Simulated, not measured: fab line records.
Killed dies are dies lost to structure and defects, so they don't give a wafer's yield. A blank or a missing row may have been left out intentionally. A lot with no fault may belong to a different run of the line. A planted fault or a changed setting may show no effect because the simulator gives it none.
Matching of chambers -- flow n5-finfet -- 4 sister chambers for N5_HKMG_FIN_STRIP_93 on rie-diel-06
The step strips SOC in N2/H2, time 20 s. 20 wafers are shown with their chamber, then 10 later ones without.

== EACH WAFER AND ITS CHAMBER ==
wafer,chamber,throttle-valve-pct (%),showerhead-plenum-p-Torr (Torr),oes-product-au (a.u.)
L074.3,1,18.6,3.48,0.73
L074.5,1,18.6,3.48,0.73
L074.6,2,18.8,3.40,0.83
L077.2,1,18.6,3.47,0.72
L077.5,1,18.6,3.47,0.73
L077.6,0,19.7,3.34,0.73
L078.1,3,19.1,3.40,0.86
L078.3,1,18.6,3.47,0.73
L078.6,1,18.6,3.47,0.72
L079.1,2,18.9,3.40,0.81
L079.3,1,18.6,3.47,0.73
L079.5,2,18.9,3.40,0.82
L082.1,2,18.9,3.40,0.81
L082.2,1,18.6,3.47,0.72
L082.3,0,19.7,3.33,0.72
L084.3,1,18.7,3.46,0.71
L084.4,0,19.7,3.33,0.72
L084.6,3,19.1,3.39,0.85
L085.2,2,18.9,3.39,0.80
L085.4,0,19.7,3.33,0.72

SIGNATURES, as means of the wafers listed above
reading,chamber 0,chamber 1,chamber 2,chamber 3,scatter within a chamber
throttle-valve-pct,19.700,18.611,18.880,19.100,0.0325
showerhead-plenum-p-Torr,3.3325,3.4711,3.3980,3.3950,0.00556
oes-product-au,0.7225,0.7244,0.8140,0.8550,0.00817
Rule: for a wafer and a chamber, the distance is found by dividing, reading by reading, the gap between the wafer's reading and the chamber's mean by the reading's scatter, squaring, summing and taking the root. If the next closest chamber is less than 2 further off than the closest, the wafer can't be placed; otherwise it belongs to the closest. The scatter: take each reading less its chamber's mean, square it, sum over the shown wafers, divide by the number of wafers less the number of chambers, and take the root.

== WAFERS WITHOUT THEIR CHAMBER ==
wafer,throttle-valve-pct (%),showerhead-plenum-p-Torr (Torr),oes-product-au (a.u.)
L085.5,18.9,3.39,0.80
L089.1,18.9,3.39,0.79
L089.5,18.9,3.39,0.79
L089.6,19.8,3.33,0.72
L093.2,18.9,3.38,0.79
L093.4,19.2,3.38,0.82
L093.5,19.8,3.32,0.70
L094.1,19.2,3.38,0.82
L094.2,18.9,3.38,0.78
L094.3,18.7,3.45,0.70

== THE CHAMBER EACH PASSED THROUGH ==
wafer,from the rows above,in truth
L085.5,2,2
L089.1,2,2
L089.5,2,2
L089.6,0,0
L093.2,2,2
L093.4,3,3
L093.5,0,0
L094.1,3,3
L094.2,2,2
L094.3,1,1
Correct placement for 10 of the 10. Left unplaced by these rows: 0. Number placed wrongly: 0.
